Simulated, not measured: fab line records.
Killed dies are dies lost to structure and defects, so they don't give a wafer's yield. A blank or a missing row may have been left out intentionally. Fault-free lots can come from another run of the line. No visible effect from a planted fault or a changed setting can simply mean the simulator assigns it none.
Matching of chambers :: flow n5-finfet :: N5_BEOL_M14_DESCUM_15 on rie-diel-05 has 4 sister chambers
The step chemistry O2, time 7.9 s. 8 wafers are shown with their chamber, then 9 later ones without.

WAFERS PAIRED WITH THEIR CHAMBERS
wafer: L085.1
chamber: 0
drypump-motor-current-A (A): 6.0
throttle-valve-pct (%): 20.11

wafer: L085.6
chamber: 1
drypump-motor-current-A (A): 5.2
throttle-valve-pct (%): 20.27

wafer: L084.1
chamber: 2
drypump-motor-current-A (A): 6.3
throttle-valve-pct (%): 20.57

wafer: L084.3
chamber: 0
drypump-motor-current-A (A): 6.1
throttle-valve-pct (%): 20.10

wafer: L084.4
chamber: 3
drypump-motor-current-A (A): 5.6
throttle-valve-pct (%): 20.34

wafer: L092.1
chamber: 2
drypump-motor-current-A (A): 6.3
throttle-valve-pct (%): 20.58

wafer: L092.2
chamber: 1
drypump-motor-current-A (A): 5.2
throttle-valve-pct (%): 20.29

wafer: L092.3
chamber: 3
drypump-motor-current-A (A): 5.6
throttle-valve-pct (%): 20.37

WAFERS WITHOUT THEIR CHAMBER
wafer: L095.1
drypump-motor-current-A (A): 5.1
throttle-valve-pct (%): 20.31

wafer: L095.3
drypump-motor-current-A (A): 6.3
throttle-valve-pct (%): 20.59

wafer: L095.6
drypump-motor-current-A (A): 6.4
throttle-valve-pct (%): 20.61

wafer: L094.2
drypump-motor-current-A (A): 6.3
throttle-valve-pct (%): 20.60

wafer: L094.3
drypump-motor-current-A (A): 5.6
throttle-valve-pct (%): 20.38

wafer: L094.5
drypump-motor-current-A (A): 5.2
throttle-valve-pct (%): 20.31

wafer: L097.1
drypump-motor-current-A (A): 6.1
throttle-valve-pct (%): 19.88

wafer: L097.3
drypump-motor-current-A (A): 5.2
throttle-valve-pct (%): 20.32

wafer: L097.6
drypump-motor-current-A (A): 6.1
throttle-valve-pct (%): 19.87

CHAMBER TAKEN BY EACH
wafer: L095.1
from the rows above: 1
in truth: 1

wafer: L095.3
from the rows above: 2
in truth: 2

wafer: L095.6
from the rows above: 2
in truth: 2

wafer: L094.2
from the rows above: 2
in truth: 2

wafer: L094.3
from the rows above: 3
in truth: 3

wafer: L094.5
from the rows above: 1
in truth: 1

wafer: L097.1
from the rows above: 0
in truth: 0

wafer: L097.3
from the rows above: 1
in truth: 1

wafer: L097.6
from the rows above: 0
in truth: 0
Correct placement for 9 of the 9. Left unplaced by these rows: 0. Wrongly placed: 0.
How it was worked out, from the rows above alone: a wafer's distance from a chamber is the root of the sum, over the readings, of the square of ((its reading less the chamber's mean) divided by the reading's scatter). The wafer belongs to the nearest chamber; if the next one is less than 2 further off, it can't be placed. The mean given for a chamber averages the wafers shown for that chamber. The scatter: take each reading less its chamber's mean, square it, sum over the shown wafers, divide by the number of wafers less the number of chambers, and take the root.
